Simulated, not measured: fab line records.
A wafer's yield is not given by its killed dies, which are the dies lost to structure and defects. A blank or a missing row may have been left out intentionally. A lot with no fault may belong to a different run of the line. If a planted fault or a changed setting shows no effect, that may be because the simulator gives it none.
Comparing a struck lot with a sound one :: flow n5Finfet :: 15 out of 1938 route steps
Sound: the wafers L119.1, L119.2, L119.6. Struck: wafer L138.6 (L138.3, L138.5, from the same lot, were not struck and are left out); the cause is given at the end.
For every step that has rows: the tool of each side, followed by ch and its chambers, followed by its first start. Under that, the readings that differ: sound wafers :: struck wafers :: difference of the means :: sigmas: that difference in standard deviations of wafers without a fault.
alike: readings whose means differ by less than 2 such deviations, and words and numbers that are the same on both sides. not compared: withheld readings, readings that some wafer has no value for, bounds like >300 that may hide the same value, and numbers for which the record gives no deviation and whose values overlap.
The two part at a step that has a row with sigmas, a row that says differs or no value, or rows on one side only. When numbers do not overlap yet have no deviation, they are printed without sigmas and do not part them. A reading that every wafer of one side lacks parts them only if that side has two wafers or more.

N5_BEOL_M9_STRIP_80: strips in N2/H2, time 10 s.
  sound: rieDiel-03 ch 1,2; struck: rieDiel-06 ch 2
  alike: biasPowerW, drypumpMotorCurrentA, oesProductAu, rfVppV, showerheadPlenumPTorr, throttleValvePct
  not compared: rfHoursCounterH
N5_BEOL_M9_OCD_MEAS_38:
  struck on ocd-02, day 14 13:41; sound on ocd-01, day 10 13:01
  alike: trenchDepthNm
then, 4 steps without rows for these wafers: N5_BEOL_M9_HM_STRIP_39 (strips TiN in peroxide tin strip, target depth 25 nm, time 158 s); N5_BEOL_M9_SRD_40 (time 30 s); N5_BEOL_M9_PRECLEAN_42 (cleans in residue remover, time 60 s); N5_BEOL_M9_SRD_43 (time 30 s).
N5_BEOL_M9_CD_MEAS_35: target cd 70 nm, target cd y 40 nm.
  struck on cdSem-01, day 14 13:50; sound on cdSem-01, day 10 13:10
reading: cdNm (nm)
sound: 70.4 70.8 70.9
struck: 68.8
difference: -1.9
sigmas: -2
N5_BEOL_M9_CURE_72: cures SiCOH lowk, time 120 s.
  sound on uvCure-01 ch 1, day 10 13:13; struck on uvCure-01 ch 2, day 14 13:59
  alike: lampPowerPct, wafer_temp_C_max
N5_BEOL_M9_DEGAS_44: time 60 s.
  struck on pvdSputter-03, day 14 14:52; sound on pvdSputter-03, day 10 13:34
  alike: heaterPowerW
then, 2 steps without rows for these wafers: N5_BEOL_M9_PRE_CLEAN_45 (time 30 s); N5_BEOL_M9_ALD_74 (deposits TaN, target thk 2 nm, pulse time 2 s, purge time 3 s).
N5_BEOL_M9_SURFACE_TREAT_79:
  struck on pvdSputter-02, day 14 15:16; sound on pvdSputter-03, day 10 14:09
  not compared: throttleValvePct
N5_BEOL_M9_CVD_78: deposits Co from CCTBA/H2, target thk 2 nm, time 138.9 s.
  sound on cvdCo-01 ch 0,1,2, day 10 14:16; struck on cvdCo-02 ch 1, day 14 15:19
reading: runLengthS (s)
sound: 161.6 161.2 161.8
struck: 252.5
difference: +91.0
sigmas: +99 or more
N5_BEOL_M9_SPUTTER_48: material Cu, target thk 12 nm, time 2 s.
  struck on pvdSputter-01, day 14 15:29; sound on pvdSputter-03, day 10 14:26
  alike: throttleValvePct
-- here the record skips 2 days between the struck wafers' starts before and after, leaving off in module BEOL_M9 and picking up in module PASSIVATION (first step shown: number 1936 of the route) --
N5_PASSIVATION_PROBE_49:
  struck on prober-02, day 17 00:14; sound on prober-02, day 13 01:34
reading: killedShort
sound: 23 25 29
struck: 46
difference: +20
sigmas: +3

reading: sort_bin_4_leakage (%)
sound: 0 0 0
struck: 0.17
difference: +0.17
sigmas: +12
  alike: defectLimitedYield, killed_at_M0_to_M3, killed_at_M4_up, killedAtContacts, killedAtFrontEnd, killedAtOther, killedDies, killedOpen, sort_bin_5_function, sort_bin_6_memory, sortNPass, sortYieldPct

## WHERE THEY PART
Last at N5_PASSIVATION_PROBE_49 as far as this record goes, first at N5_BEOL_M9_CD_MEAS_35.

WHY: what the simulator had put in
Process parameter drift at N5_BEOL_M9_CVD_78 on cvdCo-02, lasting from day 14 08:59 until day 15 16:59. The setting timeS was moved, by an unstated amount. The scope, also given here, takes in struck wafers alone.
